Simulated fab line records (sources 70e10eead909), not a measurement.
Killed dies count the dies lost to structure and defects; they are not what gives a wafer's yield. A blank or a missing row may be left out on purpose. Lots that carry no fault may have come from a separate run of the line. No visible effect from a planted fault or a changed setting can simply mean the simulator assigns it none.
Chamber matching ; flow nand_harc ; 4 sister chambers for NHARC_A_SGD_CUT_CMP_21 on cmp-04
The step polishes, target thk 148.19 nm. 14 wafers are shown with their chamber, then 7 later ones without.

== WAFERS WITH THEIR CHAMBER ==
wafer;chamber;motor_current_A (A);time_to_endpoint_s (s);slurry_filter_dp_kPa (kPa)
L317.2;0;10.5;49.5;13.63
L317.5;0;10.8;49.5;13.69
L317.6;1;12.2;49.0;13.48
L318.2;1;11.9;46.5;13.63
L318.3;2;14.4;47.3;13.53
L318.5;0;10.8;46.6;13.38
L316.2;3;14.8;48.2;13.50
L316.3;2;14.5;46.5;13.42
L316.4;0;10.5;49.3;13.40
L321.1;3;15.1;50.7;13.69
L321.3;2;14.0;46.6;13.41
L321.5;1;12.1;47.5;13.60
L322.2;2;14.2;48.2;13.65
L322.3;3;16.0;51.3;13.72

SIGNATURES (means of the wafers above)
reading;chamber 0;chamber 1;chamber 2;chamber 3;scatter within a chamber
motor_current_A;10.650;12.067;14.275;15.300;0.326
time_to_endpoint_s;48.725;47.667;47.150;50.067;1.28
slurry_filter_dp_kPa;13.5250;13.5700;13.5025;13.6367;0.124
Rule: distance of a wafer from a chamber = root of the sum over the readings of ((wafer's reading minus chamber's mean) / reading's scatter) squared. If the next closest chamber is less than 2 further off than the closest, the wafer can't be placed; otherwise it belongs to the closest. The scatter: take each reading less its chamber's mean, square it, sum over the shown wafers, divide by the number of wafers less the number of chambers, and take the root.

== WAFERS MISSING THEIR CHAMBER ==
wafer;motor_current_A (A);time_to_endpoint_s (s);slurry_filter_dp_kPa (kPa)
L322.6;11.7;52.5;13.34
L326.1;10.9;51.0;13.49
L326.2;15.3;51.9;13.48
L326.3;14.5;51.7;13.44
L335.2;10.2;53.9;13.55
L335.3;15.2;54.9;13.48
L335.6;15.4;50.5;13.51

== EACH ONE'S CHAMBER ==
wafer;from the rows above;in truth
L322.6;can't be placed: 1 or 0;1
L326.1;0;0
L326.2;3;3
L326.3;can't be placed: 3 or 2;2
L335.2;0;0
L335.3;3;3
L335.6;3;3
Correctly placed: 5 of 7. Can't be placed from these rows: 2 (the true chamber is among the candidates in 2). 0 placed wrongly.
